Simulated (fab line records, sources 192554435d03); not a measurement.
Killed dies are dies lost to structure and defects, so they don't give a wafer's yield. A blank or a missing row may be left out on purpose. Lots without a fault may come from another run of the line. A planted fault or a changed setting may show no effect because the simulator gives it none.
Chamber matching | flow n5_finfet | N5_STI_FIN_REVEAL_ALD_14 on ald_sin-03: 4 sister chambers
The step deposits Si3N4, target thk 3 nm. 8 wafers are shown with their chamber, then 9 later ones without.

WAFERS WITH THEIR CHAMBER
wafer  | chamber | heater_power_w (W)
L084.4 | 2       | 739
L084.5 | 0       | 872
L084.6 | 1       | 801
L087.1 | 0       | 874
L087.3 | 2       | 732
L088.2 | 3       | 887
L088.3 | 1       | 792
L088.6 | 3       | 872

WAFERS WITHOUT THEIR CHAMBER
wafer  | heater_power_w (W)
L089.1 | 842
L089.2 | 746
L089.4 | 781
L092.3 | 783
L092.4 | 891
L092.5 | 855
L093.1 | 749
L093.4 | 876
L093.6 | 766

WHICH CHAMBER EACH WENT THROUGH
wafer  | from the rows above     | in truth
L089.1 | can't be placed: 0 or 3 | 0
L089.2 | 2                       | 2
L089.4 | 1                       | 1
L092.3 | 1                       | 1
L092.4 | can't be placed: 3 or 0 | 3
L092.5 | can't be placed: 0 or 3 | 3
L093.1 | 2                       | 2
L093.4 | can't be placed: 0 or 3 | 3
L093.6 | can't be placed: 1 or 2 | 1
Placed correctly: 4 of 9. Can't be placed from these rows: 5 (the true chamber is among the candidates in 5). Placed wrongly: 0.
How it was worked out, from the rows above alone: a wafer's distance from a chamber is the root of the sum, over the readings, of the square of ((its reading less the chamber's mean) divided by the reading's scatter). The wafer belongs to the nearest chamber; if the next one is less than 2 further off, it can't be placed. A chamber's mean is the mean of its shown wafers. The scatter: the root of (the sum of the squares of (reading less its chamber's mean) over the shown wafers, divided by (wafers less chambers)).
